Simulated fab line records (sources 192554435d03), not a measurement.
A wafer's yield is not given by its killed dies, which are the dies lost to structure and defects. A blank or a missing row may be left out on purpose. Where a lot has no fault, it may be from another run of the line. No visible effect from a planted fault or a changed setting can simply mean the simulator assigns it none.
Chamber matching | flow n5-finfet | N5_BEOL_M4_ETCH_64 on rie-diel-02: 4 sister chambers
The step etches SOC in N2/H2, target depth 75 nm, overetch 22.5 nm, time 121.9 s. 8 wafers are shown with their chamber, then 7 later ones without.

== WAFERS PAIRED WITH THEIR CHAMBERS ==
wafer  | chamber | showerhead-plenum-p-Torr (Torr) | drypump-motor-current-A (A)
L080.2 | 0       | 2.53                            | 5.4
L080.3 | 1       | 2.48                            | 5.0
L080.4 | 3       | 2.65                            | 5.4
L080.6 | 1       | 2.48                            | 5.1
L082.3 | 0       | 2.53                            | 5.4
L082.5 | 2       | 2.49                            | 5.1
L083.1 | 3       | 2.64                            | 5.4
L083.3 | 2       | 2.49                            | 5.1

== WAFERS MISSING THEIR CHAMBER ==
wafer  | showerhead-plenum-p-Torr (Torr) | drypump-motor-current-A (A)
L083.4 | 2.48                            | 5.0
L094.1 | 2.52                            | 5.4
L094.5 | 2.64                            | 5.4
L094.6 | 2.48                            | 5.2
L095.2 | 2.52                            | 5.4
L095.3 | 2.48                            | 5.1
L095.4 | 2.47                            | 5.1

== THE CHAMBER EACH PASSED THROUGH ==
wafer  | from the rows above     | in truth
L083.4 | 1                       | 1
L094.1 | 0                       | 0
L094.5 | 3                       | 3
L094.6 | can't be placed: 2 or 1 | 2
L095.2 | 0                       | 0
L095.3 | can't be placed: 1 or 2 | 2
L095.4 | 1                       | 1
Correctly placed: 5 of 7. These rows do not allow placing 2 (true chamber among the candidates in 2). 0 placed wrongly.
How it was worked out, from the rows above alone: a wafer's distance from a chamber is the root of the sum, over the readings, of the square of ((its reading less the chamber's mean) divided by the reading's scatter). If the next closest chamber is less than 2 further off than the closest, the wafer can't be placed; otherwise it belongs to the closest. A chamber's mean is the mean of its shown wafers. The scatter: the root of (the sum of the squares of (reading less its chamber's mean) over the shown wafers, divided by (wafers less chambers)).
